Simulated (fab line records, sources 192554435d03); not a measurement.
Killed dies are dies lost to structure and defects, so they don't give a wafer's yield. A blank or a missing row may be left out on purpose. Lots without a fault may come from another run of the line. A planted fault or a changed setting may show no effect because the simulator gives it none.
A struck lot beside a sound one | flow n5_finfet | 16 steps out of a route of 1938
Sound: wafers L448.1, L448.4, L448.6. Struck: wafers L465.1, L465.6. (L465.2 of the same lot was not struck and is left out.) The cause comes at the end.
At each step with rows: each side's tool, then ch and its chambers, then its first start. Under that, the readings that differ: sound wafers | struck wafers | difference of the means | sigmas: that difference in standard deviations of wafers without a fault.
alike: readings whose means differ by less than 2 such deviations, and words and numbers that are the same on both sides. not compared: withheld readings, readings that some wafer has no value for, bounds like >300 that may hide the same value, and numbers for which the record gives no deviation and whose values overlap.
The two part at a step that has a row with sigmas, a row that says differs or no value, or rows on one side only. Numbers that don't overlap but have no deviation are shown without sigmas and don't part them. A reading that every wafer of one side lacks parts them only if that side has two wafers or more.

first, 1 step without rows for these wafers: N5_SDB_STRIP_19 (strips in N2/H2).
N5_SDB_STRIP_21: strips in CF4.
  sound on rie_diel-04 ch 0,2, day 5 00:26; struck on rie_diel-03 ch 1,2, day 9 06:09
  alike: drypump_motor_current_A, oes_product_au, rf_fwd_power_W, rf_vpp_V, showerhead_plenum_p_Torr, throttle_valve_pct
  not compared: rf_hours_counter_h
N5_SDB_HM_OPEN_20: chemistry CH3F/O2, target SiNx, stops on poly-Si, target depth 24 nm.
  sound on rie_diel-04 ch 0,2, day 5 00:28; struck on rie_diel-03 ch 1,2, day 9 06:10
  reading      | sound       | struck  | difference | sigmas
  rf_vpp_V (V) | 291 299 291 | 303 305 | +10        | +2
  alike: drypump_motor_current_A, oes_product_au, rf_fwd_power_W, showerhead_plenum_p_Torr, throttle_valve_pct
  not compared: rf_hours_counter_h
N5_SDB_STRIP_22: strips in N2/H2.
  sound on plasma_asher-01 ch 0,1, day 5 00:32; struck on plasma_asher-01 ch 1, day 9 06:15
  alike: drypump_motor_current_A, heater_power_w, oes_product_au, strip_time_to_endpoint_s
  not compared: rf_hours_counter_h
then, 3 steps without rows for these wafers: N5_SDB_PRECLEAN_23 (cleans in dHF, time 30 s); N5_SDB_DUMMY_REMOVE_24 (chemistry TMAH, target poly-Si, stops on SiO2, target depth 142 nm, time 57 s, rinse time 30 s); N5_SDB_ETCH_25 (etches SiO2 in C4F6/O2, target depth 10 nm, time 3.3 s).
N5_SDB_CUT_ETCH_26: etches Si in HBr/Cl2/O2, target depth 129.6 nm, bt time 20 s, time 51.8 s.
  sound on rie_si-01 ch 0,1,3, day 5 00:50; struck on rie_si-02 ch 1,2, day 9 06:33
  alike: drypump_motor_current_A, oes_product_au, throttle_valve_pct
  not compared: rf_fwd_power_W, rf_hours_counter_h
then, 3 steps without rows for these wafers: N5_SDB_PRECLEAN_38 (cleans in dHF, time 10 s); N5_SDB_PRECLEAN_39 (cleans in O3/DIW, time 45 s); N5_SDB_SRD_28 (time 30 s).
N5_SDB_ALD_29: deposits SiNx, target thk 30 nm, pulse time 1 s, ald cycles 600.
  sound on ald_sin-03 ch 1,3, day 5 01:02; struck on ald_sin-02 ch 1,2, day 9 06:44
  alike: heater_power_w, precursor_pulse_height_rel
N5_SDB_CMP_30: polishes, stops on poly-Si, t overpolish 1.54 s, target thk 30 nm.
  sound on cmp-02 ch 0,1, day 5 03:46; struck on cmp-02 ch 0,3, day 9 09:28
  reading                                     | sound          | struck    | difference | sigmas
  time_to_endpoint_s (s)                      | 18.3 12.5 13.1 | 33.6 34.5 | +19.4      | +8
  model.a-Si_of_DUMMY_GATE_CVD_03.thk_nm (nm) | 63.6 63.6 64.2 | 65.2 67.6 | +2.6       |
  alike: motor_current_A, overpolish_run_s
N5_SDB_THK_MEAS_31:
  sound on film_metro-02, day 5 04:03; struck on film_metro-01, day 9 09:46
  reading      | sound          | struck    | difference | sigmas
  SDB_THK (nm) | 63.7 63.6 64.1 | 65.1 67.6 | +2.5       | +3
-- the record jumps here: 6 days lie between the struck wafers' starts before and after (it left off in module SDB and takes up again in module BEOL_M4, whose first step shown is number 1111 of the route) --
N5_BEOL_M4_RC_MEAS_101:
  sound on prober-02 ch 0, day 10 20:44; struck on prober-02 ch 0, day 15 02:02
  reading        | sound          | struck    | difference | sigmas
  IOFF_P (nA/um) | 0.17 0.23 0.24 | 0.14 0.13 | -0.08      | -2
  SS_P (mV/dec)  | 72.8 73.7 74.2 | 72.2 71.9 | -1.5       | -2
  alike: DIBL_N, DIBL_P, IOFF_N, ION_N, ION_P, SS_N, VT_N, VT_P
then, 1 step without rows for these wafers: N5_PASSIVATION_PROBE_49.

WHERE THEY PART
First at N5_SDB_HM_OPEN_20; last, within this record, at N5_BEOL_M4_RC_MEAS_101.

WHY: what the simulator had put in
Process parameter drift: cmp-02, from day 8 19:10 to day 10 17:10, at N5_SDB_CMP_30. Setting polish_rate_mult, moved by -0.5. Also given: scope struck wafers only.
